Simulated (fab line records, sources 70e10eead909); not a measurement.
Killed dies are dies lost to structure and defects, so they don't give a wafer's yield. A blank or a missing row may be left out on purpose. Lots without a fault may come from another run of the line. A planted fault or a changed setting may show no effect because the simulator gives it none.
fab line records | flow nand_harc
record lots=6 wafers=18 last_day=31
route steps=1302 shown A_CHANNEL_HOLE_D2@580
lots that met no fault: from a run of the same line without faults
start_h: hours from the record's first day to the start of the lot's first wafer shown | wait_h: hours since the lot's step before | " the same as in the row above | L1.1+2: a row that stands for several wafers | - no value, or no start given | * or withheld: withheld | < > ~ a bound
route shown NAME@n: a module of which the file shows steps, and the number in the route of the first | usual: mean/standard deviation of fault-free wafers | same: alike in all rows | chamber/n: place in a boat | sites: the reading at each site | _std_site: their standard deviation | _edge_site: outer sites' mean less inner sites' | radius_mm: how far each site lies from the wafer's centre | mask NAME#n: copy n | behind: the tool/chamber that last shaped the wafer | hold: why the lot was held/for how many hours/how that ended | device: the transistor (n, p or np) that didn't switch | end of line: the same wafers' tests at the end of the route | a step without rows: its recipe alone | killed: dies lost to structure and defects at the first sort, not the wafer's yield | map: a wafer's dies, x killed, . not, _ none there
set.NAME: the setting as run; set.NAME@STEP: as run at that earlier step | model.NAME: the simulator's own value behind a step, which no gauge read
lots at some steps of the route; a table a step, a row a wafer
services: from which hour (start_h, from the record's first day; less than 0 if before it) a tool's chamber was out of use, for how many hours, and why
## steps
# step NHARC_A_CHANNEL_HOLE_D2_PEB_08
# recipe peb_temp_c=100 peb_time_s=65
# step NHARC_A_CHANNEL_HOLE_D2_DEVELOP_09
# recipe develop_time_s=35 dev_temp_c=23
# step NHARC_A_CHANNEL_HOLE_D2_CD_MEAS_10
# recipe target_cd_nm=100 landing_energy_ev=500
# usual cd_nm=100.0/0.47
# columns lot.wafer tool chamber start_h wait_h cd_nm
L311.1 cd_sem-03 0 307.48 - 99.8
L311.3 " 0 " " 100.2
L311.5 " 0 " " 101.1
L310.1 cd_sem-03 0 308.84 - 99.5
L310.4 " 0 " " 99.4
L310.6 " 0 " " 100.1
L317.1 cd_sem-02 0 372.09 - 99.6
L317.3 " 0 " " 100.1
L317.5 " 0 " " 100.5
L318.3 cd_sem-01 0 385.97 - 99.4
L318.4 " 0 " " 99.5
L318.5 " 0 " " 99.9
L325.1 cd_sem-03 0 449.59 - 100.9
L325.2 " 0 " " 100.8
L325.5 " 0 " " 100.4
L327.2 cd_sem-02 0 481.41 - 100.3
L327.3 " 0 " " 100.0
L327.5 " 0 " " 99.9
# step NHARC_A_CHANNEL_HOLE_D2_OVL_MEAS_11
# usual overlay_x_nm=0.2/0.77 overlay_y_nm=-0.2/0.8
# columns lot.wafer tool chamber start_h wait_h overlay_x_nm overlay_y_nm
L311.1 overlay-02 - 307.56 - -0.7 -0.6
L311.3 " - " " 0.4 -0.9
L311.5 " - " " -0.1 -1.4
L310.1 overlay-02 - 308.93 - 0.1 -0.2
L310.4 " - " " -0.3 0.4
L310.6 " - " " 0.1 0.1
L317.1 overlay-01 - 372.17 - -1.1 1.5
L317.3 " - " " -1.0 1.3
L317.5 " - " " -0.3 1.1
L318.3 overlay-01 - 386.05 - 0.0 -0.3
L318.4 " - " " 1.1 -0.2
L318.5 " - " " 0.2 -0.7
L325.1 overlay-01 - 449.68 - 1.1 0.1
L325.2 " - " " 1.1 1.0
L325.5 " - " " 1.6 0.8
L327.2 overlay-02 - 481.49 - -0.1 -0.7
L327.3 " - " " 0.0 -0.5
L327.5 " - " " 0.2 -0.1
# step NHARC_A_CHANNEL_HOLE_D2_INSPECT_12
# usual raw_defect_count=35/23
# columns lot.wafer tool chamber start_h wait_h raw_defect_count
L311.1 defect_inspect-02 - 307.60 0.0 70
L311.3 " - " " 55
L311.5 " - " " 41
L310.1 defect_inspect-02 - 308.97 0.0 7
L310.4 " - " " 5
L310.6 " - " " 8
L317.1 defect_inspect-01 - 372.21 0.0 51
L317.3 " - " " 52
L317.5 " - " " 45
L318.3 defect_inspect-02 - 386.09 0.0 7
L318.4 " - " " 3
L318.5 " - " " 8
L325.1 defect_inspect-02 - 449.71 0.0 72
L325.2 " - " " 62
L325.5 " - " " 63
L327.2 defect_inspect-01 - 481.53 0.0 14
L327.3 " - " " 11
L327.5 " - " " 17
# step NHARC_A_CHANNEL_HOLE_D2_DESCUM_15
# recipe time_s=3 o2_flow_sccm=200 ar_flow_sccm=0 bias_power_w=0 chemistry=O2
# step NHARC_A_CHANNEL_HOLE_D2_ETCH_38
# recipe target_depth_a=390 over_etch_frac=0.3 time_s=65 ion_energy_ev=80 cf4_flow_sccm=150 ar_flow_sccm=0 rf_w=300 bias_w=100 chemistry=CF4
# usual bias_w=100.00/0.29 cf4_flow_sccm=150.0/0.47 drypump_motor_current_A=5.9/0.47 oes_product_au=1.000/0.0073 rf_vpp_V=151.4/1.1 showerhead_plenum_p_Torr=1.78/0.056 throttle_valve_pct=13.283/0.0094
# same over_etch_frac=0.3
# columns lot.wafer tool chamber start_h wait_h bias_w cf4_flow_sccm drypump_motor_current_A oes_product_au rf_hours_counter_h rf_vpp_V showerhead_plenum_p_Torr throttle_valve_pct
L311.1 rie_diel-02 2 307.75 0.1 99.57 149.9 5.5 1.003 5.7 151.4 1.78 13.269
L311.3 " 3 " " 100.10 150.4 5.9 1.000 5.9 151.3 1.85 13.280
L311.5 " 2 " " 99.71 150.0 5.5 1.004 - 151.8 1.78 13.271
L310.1 rie_diel-03 2 309.11 0.1 100.10 149.2 4.9 1.005 1.0 151.4 1.77 13.285
L310.4 " 3 " " 100.52 149.9 5.6 1.009 1.0 150.4 1.74 13.276
L310.6 " 3 " " 100.24 149.8 5.6 0.989 - 151.3 1.74 13.282
L317.1 rie_diel-03 3 372.36 0.1 99.88 149.4 5.6 0.987 5.1 152.4 1.74 13.273
L317.3 " 1 " " 99.41 150.9 6.2 0.996 5.3 152.3 1.75 13.281
L317.5 " 3 " " 99.89 149.0 5.6 0.985 - 151.3 1.74 13.279
L318.3 rie_diel-04 2 386.24 0.1 100.36 149.1 6.0 1.007 2.0 150.2 1.66 13.281
L318.4 " 0 " " 99.64 150.1 6.6 1.000 1.2 151.9 1.73 13.294
L318.5 " 2 " " 100.30 149.7 6.0 1.007 - 149.1 1.66 13.285
L325.2 rie_diel-03 1 449.86 0.1 100.57 150.0 6.1 0.990 12.2 151.2 1.75 13.294
L325.1 " 3 " " 100.20 150.1 5.6 0.991 10.3 151.8 1.74 13.288
L325.5 " 2 " " 99.68 149.8 5.0 0.998 - 149.4 1.77 13.283
L327.2 rie_diel-04 1 481.68 0.1 99.87 149.9 5.5 1.000 7.6 153.7 1.88 13.293
L327.3 " 2 " " 100.36 150.8 6.0 0.999 7.0 150.4 1.66 13.284
L327.5 " 2 " " 99.93 150.0 6.0 1.002 - 149.1 1.66 13.283
# step NHARC_A_CHANNEL_HOLE_D2_ETCH_39
# recipe target_depth_a=2600 over_etch_frac=0.3 time_s=325 ion_energy_ev=200 n2_flow_sccm=150 h2_flow_sccm=150 ar_flow_sccm=0 rf_w=400 bias_w=150 chemistry=N2/H2
# step NHARC_A_CHANNEL_HOLE_D2_ETCH_34
# recipe target_depth_a=1540 time_s=77 cf4_flow_sccm=100 chf3_flow_sccm=30 ar_flow_sccm=0 rf_w=500 bias_w=200 chemistry=CF4/CHF3
# usual bias_w=200.0/0.56 cf4_flow_sccm=100.0/0.31 drypump_motor_current_A=5.9/0.46 oes_product_au=0.957/0.02 rf_vpp_V=370.9/1.8 showerhead_plenum_p_Torr=1.58/0.051 throttle_valve_pct=16.804/0.0092
# columns lot.wafer tool chamber start_h wait_h bias_w cf4_flow_sccm drypump_motor_current_A oes_product_au rf_hours_counter_h rf_vpp_V showerhead_plenum_p_Torr throttle_valve_pct
L311.3 rie_diel-02 1 - - 199.8 100.0 6.0 0.955 5.1 370.3 1.62 16.788
L311.1 " 2 " " 199.8 99.8 5.5 0.965 5.9 369.8 1.58 16.801
L311.5 " 1 " " 199.5 99.8 6.0 0.960 - 372.4 1.62 16.819
L310.1 rie_diel-03 3 - - 200.5 99.9 5.6 0.966 1.2 370.7 1.55 16.784
L310.4 " 0 " " 199.6 99.8 6.6 0.972 0.7 372.8 1.64 16.809
L310.6 " 1 " " 199.7 99.7 6.2 0.947 - 369.8 1.56 16.812
L317.3 rie_diel-03 3 - - 199.7 100.0 5.6 0.957 5.2 369.8 1.55 16.795
L317.1 " 0 " " 200.4 99.5 6.5 0.989 5.4 374.1 1.64 16.806
L317.5 " 2 " " 200.1 100.5 5.0 0.976 - 371.1 1.58 16.813
L318.4 rie_diel-04 0 - - 201.0 100.1 6.6 0.976 1.3 368.8 1.54 16.805
L318.3 " 1 " " 199.5 99.9 5.5 0.981 1.5 374.7 1.67 16.797
L318.5 " 2 " " 199.9 100.5 6.0 0.968 - 366.7 1.47 16.802
L325.1 rie_diel-03 3 - - 199.7 100.4 5.5 0.911 10.4 369.5 1.55 16.820
L325.2 " 1 " " 200.5 100.4 6.2 0.912 12.4 368.8 1.55 16.785
L325.5 " 3 " " 199.9 100.2 5.6 0.904 - 369.9 1.55 16.827
L327.3 rie_diel-04 2 - - 199.5 100.1 6.0 0.966 7.3 366.6 1.47 16.815
L327.2 " 3 " " 199.9 99.8 5.6 0.972 8.9 370.8 1.58 16.807
L327.5 " 2 " " 200.2 100.1 6.0 0.964 - 366.9 1.47 16.819
# step NHARC_A_CHANNEL_HOLE_D2_ETCH_16
# recipe target_depth_a=31000 over_etch_frac=0.3 time_s=806 ion_energy_ev=150 o2_flow_sccm=400 cos_flow_sccm=20 ar_flow_sccm=0 rf_w=500 bias_w=300 chemistry=O2/COS
# step NHARC_A_CHANNEL_HOLE_D2_CD_MEAS_18
# usual cd_nm=99.1/1.5
# columns lot.wafer tool chamber start_h wait_h cd_nm
L311.1 cd_sem-01 - 308.77 - 96.3
L311.3 " - " " 98.9
L311.5 " - " " 100.5
L310.1 cd_sem-03 - 310.13 - 97.9
L310.4 " - " " 99.3
L310.6 " - " " 99.3
L317.1 cd_sem-02 - 373.37 - 99.6
L317.3 " - " " 97.0
L317.5 " - " " 98.3
L318.3 cd_sem-01 - 387.26 - 96.8
L318.4 " - " " 98.9
L318.5 " - " " 98.9
L325.1 cd_sem-01 - 450.88 - 99.7
L325.2 " - " " 101.0
L325.5 " - " " 99.5
L327.2 cd_sem-01 - 482.70 - 98.2
L327.3 " - " " 99.6
L327.5 " - " " 99.6
# step NHARC_A_CHANNEL_HOLE_D2_ETCH_19
# recipe bias_v=1200 source_w=2500 pressure_mtorr=15 time_s=34.5 ar_flow_sccm=375 c4f8_flow_sccm=28.8 o2_flow_sccm=96.2 temp_c=-20 target_depth_a=* chemistry=C4F8/O2/Ar
# step NHARC_A_CHANNEL_HOLE_D2_ETCH_20
# recipe bias_v=3000 source_w=withheld pressure_mtorr=20 time_s=361.9 ar_flow_sccm=375 c4f8_flow_sccm=89.3 o2_flow_sccm=35.7 temp_c=-20 target_depth_a=16000 chemistry=C4F8/O2/Ar
# usual c4f8_flow_sccm=89.31/0.25 chamber_pressure_mTorr=19.998/0.017 drypump_motor_current_A=5.9/0.4 o2_flow_sccm=35.70/0.1 showerhead_plenum_p_Torr=3.73/0.15 throttle_valve_pct=32.153/0.0089
# columns lot.wafer tool chamber start_h wait_h c4f8_flow_sccm chamber_pressure_mTorr drypump_motor_current_A o2_flow_sccm rf_hours_counter_h showerhead_plenum_p_Torr throttle_valve_pct
L311.1 har_etch-02 1 308.96 0.1 89.36 19.975 5.8 35.63 378 3.51 32.149
L311.3 " 1 " " 89.05 19.957 5.8 35.66 - 3.51 32.153
L311.5 " 1 " " 88.99 19.997 5.8 35.80 - 3.51 32.142
L310.1 har_etch-01 0 310.32 0.1 89.74 19.984 6.5 35.65 160 3.62 32.161
L310.4 " 0 " " 89.65 19.997 6.5 35.58 - 3.62 32.155
L310.6 " 1 " " 89.38 19.985 5.4 35.78 - 3.70 32.174
L317.1 har_etch-02 0 375.72 0.1 - - - - - - -
L317.3 " 0 " " - - - - - - -
L317.5 " 1 " " - - - - - - -
L318.3 har_etch-01 0 390.66 0.2 - - - - - - -
L318.4 " 1 " " - - - - - - -
L318.5 " 1 " " - - - - - - -
L325.1 har_etch-01 1 451.07 0.1 89.18 19.986 5.4 35.70 248 3.65 32.144
L325.2 " 0 " " 89.11 19.980 6.4 35.57 248 3.57 32.132
L325.5 " 1 " " 89.12 19.995 5.3 35.62 - 3.65 32.149
L327.2 har_etch-02 1 483.26 0.1 89.36 19.956 5.8 35.82 49 3.90 32.153
L327.3 " 1 " " 89.16 19.992 5.8 35.65 - 3.91 32.163
L327.5 " 1 " " 89.43 19.988 5.8 35.76 - 3.90 32.148
# step NHARC_A_CHANNEL_HOLE_D2_ETCH_21
# recipe bias_v=3000 source_w=withheld pressure_mtorr=20 time_s=514.3 ar_flow_sccm=375 c4f8_flow_sccm=89.3 o2_flow_sccm=35.7 temp_c=-20 target_depth_a=16000 chemistry=C4F8/O2/Ar
# step NHARC_A_CHANNEL_HOLE_D2_ETCH_22
# recipe bias_v=3000 source_w=withheld pressure_mtorr=20 time_s=666.7 ar_flow_sccm=375 c4f8_flow_sccm=89.3 o2_flow_sccm=35.7 temp_c=-20 target_depth_a=16000 chemistry=C4F8/O2/Ar
# step NHARC_A_CHANNEL_HOLE_D2_ETCH_23
# recipe bias_v=5000 source_w=withheld pressure_mtorr=20 time_s=819 ar_flow_sccm=375 c4f8_flow_sccm=89.3 o2_flow_sccm=35.7 temp_c=-20 target_depth_a=16000 chemistry=C4F8/O2/Ar
# usual c4f8_flow_sccm=89.30/0.27 chamber_pressure_mTorr=20.001/0.019 drypump_motor_current_A=5.8/0.39 o2_flow_sccm=35.69/0.11 showerhead_plenum_p_Torr=3.73/0.15 throttle_valve_pct=32.155/0.0092
# columns lot.wafer tool chamber start_h wait_h c4f8_flow_sccm chamber_pressure_mTorr drypump_motor_current_A o2_flow_sccm rf_hours_counter_h showerhead_plenum_p_Torr throttle_valve_pct
L311.1 har_etch-02 1 310.29 0.5 89.44 19.980 5.8 35.84 380 3.50 32.159
L311.3 " 1 " " 88.85 20.000 5.8 35.78 - 3.50 32.148
L311.5 " 1 " " 89.17 20.021 5.8 35.66 - 3.50 32.155
L310.1 har_etch-01 0 311.63 0.5 88.55 19.966 6.5 35.72 162 3.62 32.154
L310.4 " 0 " " 89.14 20.015 6.5 35.57 - 3.62 32.148
L310.6 " 1 " " 89.51 19.985 5.3 35.71 - 3.69 32.150
L317.1 har_etch-02 0 377.04 0.5 88.82 19.993 5.8 35.64 387 3.91 32.170
L317.3 " 0 " " 89.38 20.007 5.8 35.71 - 3.91 32.157
L317.5 " 1 " " 89.01 20.015 5.8 35.74 - 3.48 32.150
L318.3 har_etch-01 0 392.10 0.5 89.70 19.994 6.4 35.80 - 3.59 32.159
L318.4 " 1 " " 89.48 20.001 5.3 35.55 - 3.67 32.163
L318.5 " 1 " " 89.10 19.979 5.3 35.73 - 3.67 32.156
L325.1 har_etch-01 1 453.20 1.3 89.46 20.017 5.3 35.51 250 3.65 32.174
L325.2 " 0 " " 88.85 19.988 6.4 35.85 250 3.57 32.165
L325.5 " 1 " " 89.37 20.043 5.4 35.57 - 3.65 32.156
L327.2 har_etch-02 1 484.63 0.5 89.69 19.982 5.8 35.76 51 3.90 32.144
L327.3 " 1 " " 89.49 20.007 5.9 35.76 - 3.90 32.153
L327.5 " 1 " " 89.82 20.003 5.8 35.77 - 3.90 32.145
# step NHARC_A_CHANNEL_HOLE_D2_ETCH_24
# recipe bias_v=5000 source_w=withheld pressure_mtorr=20 time_s=906.2 ar_flow_sccm=375 c4f8_flow_sccm=93.8 o2_flow_sccm=31.2 temp_c=-20 target_depth_a=15000 chemistry=C4F8/O2/Ar
# usual c4f8_flow_sccm=93.85/0.26 chamber_pressure_mTorr=20.000/0.019 drypump_motor_current_A=5.9/0.39 o2_flow_sccm=31.21/0.097 showerhead_plenum_p_Torr=3.73/0.15 throttle_valve_pct=32.234/0.0089
# columns lot.wafer tool chamber start_h wait_h c4f8_flow_sccm chamber_pressure_mTorr drypump_motor_current_A o2_flow_sccm rf_hours_counter_h showerhead_plenum_p_Torr throttle_valve_pct
L311.1 har_etch-02 1 310.99 0.6 93.40 20.038 5.8 31.29 380 3.50 32.236
L311.3 " 1 " " 93.59 19.995 5.8 31.21 - 3.50 32.224
L311.5 " 1 " " 93.61 20.013 5.8 31.17 - 3.50 32.236
L310.1 har_etch-01 0 312.33 0.6 94.17 20.030 6.5 31.19 163 3.61 32.248
L310.4 " 0 " " 93.88 20.003 6.4 31.26 - 3.61 32.230
L310.6 " 1 " " 93.74 20.002 5.3 31.06 - 3.69 32.228
L317.1 har_etch-02 0 377.74 0.6 93.46 20.003 5.8 31.22 388 3.90 32.233
L317.3 " 0 " " 93.05 19.969 5.8 31.23 - 3.90 32.239
L317.5 " 1 " " 93.64 20.021 5.8 31.16 - 3.48 32.239
L318.3 har_etch-01 0 392.82 0.6 93.79 19.980 6.5 31.24 - 3.59 32.222
L318.4 " 1 " " 94.14 19.988 5.4 31.16 - 3.66 32.235
L318.5 " 1 " " 94.09 19.987 5.4 31.05 - 3.66 32.228
L325.1 har_etch-01 1 453.89 0.6 94.67 19.985 5.3 31.18 250 3.64 32.227
L325.2 " 0 " " 93.48 20.020 6.4 31.25 250 3.57 32.246
L325.5 " 1 " " 94.10 19.967 5.3 31.25 - 3.64 32.238
L327.2 har_etch-02 1 485.34 0.6 94.15 19.999 5.8 31.26 51 3.90 32.233
L327.3 " 1 " " 93.79 20.013 5.8 31.22 - 3.90 32.238
L327.5 " 1 " " 94.28 20.000 5.8 31.12 - 3.90 32.237
# step NHARC_A_CHANNEL_HOLE_D2_ETCH_25
# recipe bias_v=5000 source_w=withheld pressure_mtorr=20 time_s=1040.2 ar_flow_sccm=375 c4f8_flow_sccm=93.8 o2_flow_sccm=31.2 temp_c=-20 target_depth_a=15000 chemistry=C4F8/O2/Ar
# step NHARC_A_CHANNEL_HOLE_D2_ETCH_26
# recipe bias_v=300 source_w=2000 pressure_mtorr=30 time_s=224.1 ar_flow_sccm=375 c4f8_flow_sccm=11.4 o2_flow_sccm=113.6 temp_c=-20 target_depth_a=3000 chemistry=C4F8/O2/Ar
# usual bias_v=300/3.2 c4f8_flow_sccm=11.40/0.037 drypump_motor_current_A=5.9/0.39 o2_flow_sccm=113.6/0.33 showerhead_plenum_p_Torr=3.78/0.16 throttle_valve_pct=24.584/0.009
# columns lot.wafer tool chamber start_h wait_h bias_v c4f8_flow_sccm drypump_motor_current_A o2_flow_sccm rf_hours_counter_h showerhead_plenum_p_Torr throttle_valve_pct
L311.1 har_etch-02 1 312.62 0.7 293 11.38 5.8 113.4 382 3.54 24.575
L311.3 " 1 " " 300 11.45 5.8 114.2 - 3.54 24.587
L311.5 " 1 " " 298 11.42 5.8 114.3 - 3.54 24.595
L310.1 har_etch-01 0 313.97 0.7 302 11.47 6.4 113.2 164 3.66 24.587
L310.4 " 0 " " 294 11.45 6.4 113.5 - 3.66 24.598
L310.6 " 1 " " 303 11.43 5.3 114.1 - 3.74 24.586
L317.1 har_etch-02 0 379.39 0.7 300 11.35 5.8 113.4 389 3.96 24.571
L317.3 " 0 " " 301 11.42 5.8 113.6 - 3.96 24.571
L317.5 " 1 " " 298 11.37 5.8 113.5 - 3.52 24.571
L318.3 har_etch-01 0 394.28 0.5 301 11.42 6.5 113.5 - 3.63 24.585
L318.4 " 1 " " 305 11.42 5.3 113.4 - 3.71 24.571
L318.5 " 1 " " 303 11.41 5.4 113.7 - 3.71 24.582
L325.1 har_etch-01 1 455.55 0.7 297 11.32 5.4 113.0 252 3.69 24.594
L325.2 " 0 " " 304 11.35 6.4 113.4 252 3.61 24.565
L325.5 " 1 " " 300 11.34 5.3 113.5 - 3.69 24.584
L327.2 har_etch-02 1 486.90 0.6 300 11.45 5.8 113.4 53 3.96 24.588
L327.3 " 1 " " 303 11.46 5.8 113.9 - 3.96 24.587
L327.5 " 1 " " 301 11.41 5.8 113.5 - 3.96 24.593
# step NHARC_A_CHANNEL_HOLE_D2_ETCH_27
# recipe bias_v=400 source_w=2000 pressure_mtorr=25 time_s=90 ar_flow_sccm=375 c4f8_flow_sccm=41.7 o2_flow_sccm=83.3 temp_c=-20 target_depth_a=4000 chemistry=C4F8/O2/Ar
# step NHARC_A_CHANNEL_HOLE_D2_STRIP_41
# recipe n2_flow_sccm=150 h2_flow_sccm=150 ar_flow_sccm=0 bias_w=0 chemistry=N2/H2
# step NHARC_A_CHANNEL_HOLE_D2_STRIP_42
# recipe cf4_flow_sccm=100 chf3_flow_sccm=30 ar_flow_sccm=0 bias_w=0 chemistry=CF4/CHF3
# step NHARC_A_CHANNEL_HOLE_D2_STRIP_43
# recipe o2_flow_sccm=400 cos_flow_sccm=20 ar_flow_sccm=0 bias_w=0 chemistry=O2/COS
# step NHARC_A_CHANNEL_HOLE_D2_ETCH_44
# recipe target_depth_a=1400 overetch_a=140 time_s=77 ion_energy_ev=100 cf4_flow_sccm=80 o2_flow_sccm=20 ar_flow_sccm=0 rf_w=300 bias_w=100 chemistry=CF4/O2
# usual bias_w=99.97/0.28 cf4_flow_sccm=79.99/0.24 drypump_motor_current_A=5.9/0.42 o2_flow_sccm=19.99/0.057 oes_product_au=1.000/0.0077 rf_vpp_V=198.0/1.2 showerhead_plenum_p_Torr=1.34/0.045 throttle_valve_pct=13.397/0.0088
# columns lot.wafer tool chamber start_h wait_h bias_w cf4_flow_sccm drypump_motor_current_A o2_flow_sccm oes_product_au rf_hours_counter_h rf_vpp_V showerhead_plenum_p_Torr throttle_valve_pct model.A_CHANNEL_HOLE_D2.cd_nm
L311.1 rie_diel-02 3 313.58 0.1 100.10 79.62 6.0 19.97 0.995 6.4 199.8 1.40 13.390 88.69
L311.3 " 0 " " 100.20 80.12 6.4 19.97 1.006 5.9 197.8 1.32 13.397 89.26
L311.5 " 1 " " 99.76 79.60 6.0 19.99 0.998 - 198.8 1.38 13.391 90.24
L310.4 rie_diel-04 0 314.94 0.1 100.06 79.79 6.6 19.93 1.002 4.1 196.4 1.30 13.395 87.82
L310.1 " 1 " " 100.23 79.95 5.5 19.96 0.989 3.6 199.3 1.42 13.384 89.95
L310.6 " 2 " " 100.37 80.09 6.0 19.97 0.997 - 195.0 1.25 13.411 90.8
L317.1 rie_diel-02 3 380.34 0.1 99.93 79.73 6.0 20.01 0.994 9.3 197.9 1.40 13.409 99.37
L317.3 " 0 " " 99.88 80.07 6.5 19.90 0.996 9.1 197.2 1.32 13.410 96.66
L317.5 " 2 " " 99.85 79.78 5.5 19.94 0.999 - 198.3 1.34 13.399 98.55
L318.3 rie_diel-04 3 395.16 0.1 99.83 80.07 5.6 19.98 1.013 2.5 198.1 1.34 13.403 96.69
L318.4 " 0 " " 99.49 80.00 6.6 19.99 1.000 1.8 197.3 1.30 13.399 98.76
L318.5 " 2 " " 100.28 79.96 6.0 20.02 0.999 - 195.5 1.25 13.404 98.74
L325.2 rie_diel-02 0 456.49 0.1 100.23 80.07 6.4 20.07 1.002 2.2 195.6 1.32 13.406 90.99
L325.1 " 1 " " 100.02 79.82 6.0 20.03 1.003 1.8 199.7 1.37 13.409 91.49
L325.5 " 0 " " 100.20 79.97 6.5 20.04 0.994 - 197.1 1.32 13.395 90.78
L327.2 rie_diel-04 1 487.81 0.1 100.19 79.83 5.5 19.94 1.004 8.1 199.4 1.42 13.416 91.61
L327.3 " 2 " " 99.54 79.85 6.0 20.03 1.007 7.9 195.7 1.25 13.394 89.46
L327.5 " 1 " " 100.30 79.86 5.5 19.99 1.004 - 199.6 1.42 13.401 89.09
# step NHARC_A_CHANNEL_HOLE_D2_STRIP_28
# recipe o2_flow_sccm=500 ar_flow_sccm=0 bias_w=0 chemistry=O2
# step NHARC_A_CHANNEL_HOLE_D2_PRECLEAN_29
# recipe time_s=* temp_c=50 bath_age_min=0 chemistry=SC1
# step NHARC_A_CHANNEL_HOLE_D2_SRD_30
# step NHARC_A_CHANNEL_HOLE_D2_CD_MEAS_31
# usual cd_nm=89.9/1
# columns lot.wafer tool chamber start_h wait_h cd_nm
L311.1 cd_sem-02 - 314.38 - 88.4
L311.3 " - " " 89.0
L311.5 " - " " 89.9
L310.1 cd_sem-01 - 315.72 - 89.9
L310.4 " - " " 87.9
L310.6 " - " " 90.9
L317.1 cd_sem-03 - 381.13 - 0.4
L317.3 " - " " 0.7
L317.5 " - " " 0.3
L318.3 cd_sem-02 - 395.96 - -0.4
L318.4 " - " " -0.4
L318.5 " - " " 0.4
L325.1 cd_sem-02 - 457.29 - 91.2
L325.2 " - " " 91.1
L325.5 " - " " 90.8
L327.2 cd_sem-01 - 488.60 - 91.2
L327.3 " - " " 89.9
L327.5 " - " " 88.4
# step NHARC_A_CHANNEL_HOLE_D2_XSEM_32
# recipe landing_energy_ev=35000
# usual bot_cd_nm=74.5/1 bow_nm=8.7/0.31 tilt_deg=0.06/0.033
# columns lot.wafer tool chamber start_h wait_h bot_cd_nm bow_nm tilt_deg
L311.1 xsem-02 0 314.47 0.1 73.1 8.8 0.06
L311.3 " 0 " " 73.8 8.7 0.07
L311.5 " 0 " " 74.3 8.7 0.06
L310.1 xsem-01 0 315.80 0.1 75.4 9.2 0.05
L310.4 " 0 " " 73.2 9.1 0.05
L310.6 " 0 " " 76.7 9.2 0.05
L317.1 xsem-02 0 381.22 0.1 0.3 0.5 0.05
L317.3 " 0 " " 0.1 0.5 0.05
L317.5 " 0 " " 0.0 0.5 0.06
L318.3 xsem-02 0 396.06 0.1 0.0 0.5 0.06
L318.4 " 0 " " 0.0 0.5 0.06
L318.5 " 0 " " 0.5 0.5 0.05
L325.1 xsem-01 0 457.38 0.1 76.5 8.4 0.02
L325.2 " 0 " " 75.8 8.5 0.03
L325.5 " 0 " " 74.5 8.5 0.03
L327.2 xsem-01 0 488.69 0.1 75.6 8.6 0.06
L327.3 " 0 " " 74.6 8.5 0.07
L327.5 " 0 " " 73.2 8.5 0.07
# step NHARC_A_CHANNEL_HOLE_D2_INSPECT_40
# usual raw_defect_count=279/80
# columns lot.wafer tool chamber start_h wait_h raw_defect_count
L311.1 defect_inspect-01 - 314.57 - 311
L311.3 " - " " 261
L311.5 " - " " 251
L310.1 defect_inspect-02 - 315.91 - 116
L310.4 " - " " 182
L310.6 " - " " 169
L317.1 defect_inspect-02 - 381.32 - 251
L317.3 " - " " 249
L317.5 " - " " 247
L318.3 defect_inspect-01 - 396.15 - 288
L318.4 " - " " 270
L318.5 " - " " 240
L325.1 defect_inspect-01 - 457.47 - 423
L325.2 " - " " 347
L325.5 " - " " 277
L327.2 defect_inspect-01 - 488.78 - 138
L327.3 " - " " 194
L327.5 " - " " 192
## services
# columns tool chamber start_h hours kind
rie_diel-04 0 284.94 - clean
rie_diel-04 1 284.94 - clean
rie_diel-04 2 284.94 - clean
rie_diel-04 3 284.94 - clean
rie_diel-03 - 291.41 9.0 pm
rie_diel-04 0 309.44 - clean
rie_diel-04 2 320.19 3.4 repair
rie_diel-03 1 322.78 5.0 repair
rie_diel-04 - 354.90 9.0 pm
har_etch-01 - 357.22 5.0 repair
xsem-01 - 374.00 14.0 pm
har_etch-02 - 379.77 17.0 pm
har_etch-02 0 379.77 17.0 vent_cycle
har_etch-02 1 379.77 17.0 vent_cycle
rie_diel-02 - 393.70 9.0 pm
har_etch-02 0 396.77 - clean
har_etch-02 1 396.77 - clean
har_etch-02 1 396.77 - consumable_replace:focus_ring
har_etch-02 1 396.77 - consumable_replace:showerhead
xsem-02 - 402.65 1.1 repair
rie_diel-04 - 415.65 0.7 repair
rie_diel-04 2 417.26 7.4 repair
rie_diel-02 - 419.02 0.9 repair
rie_diel-03 - 468.41 9.0 pm
## key
first_sign step=NHARC_A_CHANNEL_HOLE_D2_ETCH_20 reading=tool_record direction=missing
effect step=NHARC_A_CHANNEL_HOLE_D2_CD_MEAS_31 reading=cd_nm direction=down sigmas=87 usual=89.9 struck=0.2
effect step=NHARC_A_CHANNEL_HOLE_D2_XSEM_32 reading=bot_cd_nm direction=down sigmas=72 usual=74.5 struck=0.1
model_effect step=NHARC_A_CHANNEL_HOLE_D2_ETCH_44 value=A_CHANNEL_HOLE_D2.cd_nm without=90 struck=98.13
met_at NHARC_A_CHANNEL_HOLE_D2_ETCH_20
struck_wafers L317.1,L317.3,L317.5,L318.3,L318.4,L318.5
later_rows_left_out L317.1,L317.3,L317.5,L318.3,L318.4,L318.5
sort_left_out L317.1,L317.3,L317.5,L318.3,L318.4,L318.5
tester_left_out L317,L318
onset_between 310.32 375.72
fault kind=skipped_step_whole tool=har_etch-01,har_etch-02 chamber=- onset_h=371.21 steps=NHARC_A_CHANNEL_HOLE_D2_ETCH_20 scope=struck_lots_only
# tester_left_out: of these lots the tester's yield and bins aren't shown, on N5 and GAA mostly nor the transistor test; their killed dies are dies lost to structure and defects alone, not to doping, threshold or leakage, so they don't give the yield
# sort_left_out: the simulated sort isn't trusted on such a fault, so these wafers' sort isn't shown, and their yield isn't known
# later_rows_left_out: the simulator's readings of these wafers behind a module that went badly wrong aren't trusted and aren't shown, but for the sort
